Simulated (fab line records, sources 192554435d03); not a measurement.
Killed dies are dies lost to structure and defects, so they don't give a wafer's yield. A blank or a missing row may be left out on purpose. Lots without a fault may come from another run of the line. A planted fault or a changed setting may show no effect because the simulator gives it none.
A struck lot beside a sound one | flow n5_finfet | 36 steps out of a route of 1938
Sound: wafers L367.1, L367.2, L367.4. Struck: wafer L370.5. (L370.2, L370.6 of the same lot were not struck and are left out.) The cause comes at the end.
At each step with rows: each side's tool, then ch and its chambers, then its first start. Under that, the readings that differ: sound wafers | struck wafers | difference of the means | sigmas: that difference in standard deviations of wafers without a fault.
alike: readings whose means differ by less than 2 such deviations, and words and numbers that are the same on both sides. not compared: withheld readings, readings that some wafer has no value for, bounds like >300 that may hide the same value, and numbers for which the record gives no deviation and whose values overlap.
The two part at a step that has a row with sigmas, a row that says differs or no value, or rows on one side only. Numbers that don't overlap but have no deviation are shown without sigmas and don't part them. A reading that every wafer of one side lacks parts them only if that side has two wafers or more.

first, 9 steps without rows for these wafers: N5_MOL_CONTACT_COAG_COAT_64 (time 60 s, resist thk 10 nm); N5_MOL_CONTACT_COAG_COAT_34 (resist thk 40 nm); N5_MOL_CONTACT_COAG_EBR_36; N5_MOL_CONTACT_COAG_SOFTBAKE_35 (time 60 s); N5_MOL_CONTACT_COAG_EXPOSE_37 (exposes mask VD, defocus 0 nm); N5_MOL_CONTACT_COAG_PEB_38 (peb time 60 s); N5_MOL_CONTACT_COAG_DEVELOP_39 (develop time 30 s); N5_MOL_CONTACT_COAG_DESCUM_45 (chemistry O2, time 7 s); N5_MOL_CONTACT_COAG_ETCH_65 (etches underlayer in N2/H2, target depth 13 nm, time 10.4 s).
N5_MOL_CONTACT_COAG_ETCH_66: etches SiARC in CF4, target depth 13 nm, time 21.7 s.
  sound on rie_diel-05 ch 0,1,3, day 5 20:49; struck on rie_diel-06 ch 0, day 6 13:13
  alike: drypump_motor_current_A, etch_rf_on_time_s, oes_product_au, rf_vpp_V, showerhead_plenum_p_Torr, throttle_valve_pct
  not compared: rf_hours_counter_h
then, 25 steps without rows for these wafers: N5_MOL_CONTACT_COAG_ALD_133 (deposits SiO2, target thk 5 nm, pulse time 1 s, co reactant pulse time 1 s); N5_MOL_CONTACT_COAG_ETCHBACK_134 (etches SiO2 in CHF3, target depth 10 nm, time 6.7 s); N5_MOL_CONTACT_COAG_ETCH_67 (etches SOC in N2/H2, target depth 60 nm, overetch 21 nm, time 101.2 s); N5_MOL_CONTACT_COAG_STRIP_68 (strips in N2/H2); N5_MOL_CONTACT_COAG_STRIP_69 (strips in N2/H2); N5_MOL_CONTACT_COAG_ETCHBACK_136 (etches SiO2 in CHF3, target depth 25 nm, time 16.7 s); N5_MOL_CONTACT_COAG_STRIP_120 (strips in CHF3); N5_MOL_CONTACT_COAG_VIA_ETCH_117 (etches SiO2 in C4F6/O2, target depth 40 nm, overetch 8 nm, time 26 s); N5_MOL_CONTACT_COAG_ETCH_124 (etches SiNx in CH3F/O2, stops on SiOC, target depth 6.5 nm); N5_MOL_CONTACT_COAG_ETCH_48 (etches SiOC in C4F6/O2, target depth 15 nm, overetch 4.5 nm, time 17 s); N5_MOL_CONTACT_COAG_STRIP_72 (strips in N2/H2); N5_MOL_CONTACT_COAG_STRIP_49 (strips in N2/H2, time 30 s); N5_MOL_CONTACT_COAG_PRECLEAN_138 (cleans in alkaline clean, time 60 s); N5_MOL_CONTACT_COAG_SRD_139 (time 30 s); N5_MOL_CONTACT_COAG_PRE_CLEAN_121; N5_MOL_CONTACT_COAG_CVD_140 (deposits W, target thk 66.5 nm, time 215 s); N5_MOL_CONTACT_COAG_PRECLEAN_127 (cleans in DIW, time 57.5 s); N5_MOL_CONTACT_COAG_SRD_128 (dry time 32 s); N5_MOL_CONTACT_COAG_CMP_52 (polishes, stops on SiO2, t overpolish 1.5 s, target thk 66.5 nm); N5_MOL_CONTACT_COAG_ANNEAL_112 (time 1800 s); N5_BEOL_M0_SAQP_PECVD_00 (deposits SiCN from 3MS/NH3, target thk 8 nm, time 14 s); N5_BEOL_M0_SAQP_ILD_DEP_01 (deposits SiOC from DEMS/O2, target thk 45.419 nm, time 8.7 s); N5_BEOL_M0_SAQP_HM_DEP_02 (deposits TiN, target thk 12 nm); N5_BEOL_M0_SAQP_PECVD_03 (deposits SiCN from 3MS/NH3, target thk 12 nm, time 21.1 s); N5_BEOL_M0_SAQP_PECVD_96 (deposits a-Si from SiH4/He, target thk 45 nm, time 45.2 s).
-- the record jumps here: 8 days lie between the struck wafers' starts before and after (it left off in module BEOL_M0_SAQP and takes up again in module PASSIVATION, whose first step shown is number 1936 of the route) --
N5_PASSIVATION_PROBE_49:
  the record has rows for the struck wafers here (prober-01, day 14 13:57) and none for the sound ones

WHERE THEY PART
Only at N5_PASSIVATION_PROBE_49, within this record.

WHY: what the simulator had put in
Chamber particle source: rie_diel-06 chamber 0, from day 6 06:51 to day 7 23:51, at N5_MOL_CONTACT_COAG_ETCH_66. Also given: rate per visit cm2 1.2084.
